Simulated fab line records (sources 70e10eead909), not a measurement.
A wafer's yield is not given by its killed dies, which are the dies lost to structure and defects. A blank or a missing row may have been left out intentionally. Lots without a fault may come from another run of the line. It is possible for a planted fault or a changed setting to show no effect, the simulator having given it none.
Chamber matching | flow nand_harc | NHARC_P_M1_STRIP_18 on rie_diel-10 has 4 sister chambers
The step strips in N2/H2. 18 wafers are shown with their chamber, then 9 later ones without.

## WAFERS PAIRED WITH THEIR CHAMBERS
wafer  | chamber | showerhead_plenum_p_Torr (Torr) | drypump_motor_current_A (A) | rf_vpp_V (V)
L074.1 | 0       | 2.00                            | 5.6                         | 90.5
L074.3 | 1       | 2.18                            | 5.3                         | 91.1
L074.5 | 0       | 2.00                            | 5.7                         | 90.0
L077.3 | 2       | 2.08                            | 5.8                         | 91.7
L077.5 | 1       | 2.18                            | 5.3                         | 91.6
L077.6 | 0       | 2.00                            | 5.6                         | 88.3
L078.3 | 1       | 2.18                            | 5.3                         | 91.7
L078.4 | 0       | 2.00                            | 5.7                         | 90.3
L078.6 | 2       | 2.09                            | 5.8                         | 90.9
L079.1 | 1       | 2.18                            | 5.3                         | 92.3
L079.4 | 0       | 2.00                            | 5.7                         | 90.6
L079.5 | 2       | 2.08                            | 5.8                         | 91.4
L081.3 | 2       | 2.08                            | 5.8                         | 92.0
L081.4 | 3       | 1.89                            | 5.6                         | 89.4
L081.5 | 2       | 2.08                            | 5.8                         | 91.7
L082.3 | 0       | 2.00                            | 5.7                         | 91.9
L082.5 | 1       | 2.18                            | 5.3                         | 91.6
L082.6 | 2       | 2.08                            | 5.8                         | 91.1

SIGNATURES (averages over the wafers above)
reading                  | chamber 0 | chamber 1 | chamber 2 | chamber 3 | scatter within a chamber
showerhead_plenum_p_Torr | 2.0000    | 2.1800    | 2.0817    | 1.8900    | 0.00244
drypump_motor_current_A  | 5.667     | 5.300     | 5.800     | 5.600     | 0.0309
rf_vpp_V                 | 90.267    | 91.660    | 91.467    | 89.400    | 0.773
Rule: for each reading, subtract the chamber's mean from the wafer's reading, divide by that reading's scatter and square the result; add these up over the readings and take the root, which gives the wafer's distance from the chamber. The wafer belongs to the nearest chamber; if the next one is less than 2 further off, it can't be placed. How the scatter is found: for the shown wafers, subtract from each reading the mean of its chamber, square and add these, divide the total by (wafers less chambers), then take the root.

## WAFERS WITHOUT THEIR CHAMBER
wafer  | showerhead_plenum_p_Torr (Torr) | drypump_motor_current_A (A) | rf_vpp_V (V)
L091.1 | 2.08                            | 5.8                         | 91.1
L091.4 | 1.89                            | 5.7                         | 91.7
L091.6 | 2.18                            | 5.3                         | 92.3
L093.2 | 2.08                            | 5.8                         | 90.5
L093.3 | 2.00                            | 5.6                         | 91.3
L093.4 | 1.89                            | 5.7                         | 90.5
L095.2 | 2.00                            | 5.7                         | 90.8
L095.4 | 2.08                            | 5.8                         | 90.8
L095.5 | 1.89                            | 5.6                         | 88.7

## CHAMBER TAKEN BY EACH
wafer  | from the rows above | in truth
L091.1 | 2                   | 2
L091.4 | 3                   | 3
L091.6 | 1                   | 1
L093.2 | 2                   | 2
L093.3 | 0                   | 0
L093.4 | 3                   | 3
L095.2 | 0                   | 0
L095.4 | 2                   | 2
L095.5 | 3                   | 3
Placed correctly: 9 of 9. Not placeable from these rows: 0. Wrongly placed: 0.
